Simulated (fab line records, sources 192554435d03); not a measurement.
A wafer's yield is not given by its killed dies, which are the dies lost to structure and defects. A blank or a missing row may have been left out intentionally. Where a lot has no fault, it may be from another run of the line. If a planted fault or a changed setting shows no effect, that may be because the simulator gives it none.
Chamber matching -- flow n5 finfet -- N5_BEOL_M10_ETCH_61 on rie diel-01 has 4 sister chambers
The step etches SiARC in CF4, target depth 39 nm, time 65 s. 14 wafers are shown with their chamber, then 7 later ones without.

WAFERS WITH THEIR CHAMBER
wafer,chamber,drypump motor current A (A),throttle valve pct (%),showerhead plenum p Torr (Torr)
L078.3,3,6.1,15.65,2.11
L078.5,2,5.1,15.13,2.10
L078.6,3,6.1,15.65,2.11
L081.1,3,6.1,15.64,2.11
L081.4,1,6.7,15.64,2.09
L081.6,3,6.1,15.66,2.11
L082.1,1,6.7,15.64,2.09
L082.2,2,5.2,15.13,2.10
L082.5,2,5.1,15.14,2.10
L084.1,0,6.0,15.68,2.14
L084.5,1,6.7,15.65,2.09
L084.6,2,5.1,15.17,2.09
L092.1,1,6.7,15.70,2.08
L092.2,3,6.1,15.69,2.10

SIGNATURES (means of the wafers above)
reading,chamber 0,chamber 1,chamber 2,chamber 3,scatter within a chamber
drypump motor current A,6.000,6.700,5.125,6.100,0.0274
throttle valve pct,15.6800,15.6575,15.1425,15.6580,0.0224
showerhead plenum p Torr,2.1400,2.0875,2.0975,2.1080,0.0048
Rule: a wafer lies at a distance from a chamber equal to the root of the sum of squares, over the readings, of (its reading less the chamber's mean, divided by the reading's scatter). The wafer belongs to the nearest chamber; if the next one is less than 2 further off, it can't be placed. The scatter: take each reading less its chamber's mean, square it, sum over the shown wafers, divide by the number of wafers less the number of chambers, and take the root.

WAFERS WHOSE CHAMBER IS MISSING
wafer,drypump motor current A (A),throttle valve pct (%),showerhead plenum p Torr (Torr)
L092.3,5.1,15.19,2.09
L093.1,6.7,15.70,2.08
L093.4,5.1,15.22,2.08
L093.5,6.0,15.73,2.13
L096.2,6.1,15.71,2.09
L096.3,5.2,15.22,2.08
L096.6,6.1,15.73,2.09

THE CHAMBER EACH PASSED THROUGH
wafer,from the rows above,in truth
L092.3,2,2
L093.1,1,1
L093.4,2,2
L093.5,0,0
L096.2,3,3
L096.3,2,2
L096.6,3,3
7 of 7 placed correctly. Left unplaced by these rows: 0. Wrongly placed: 0.
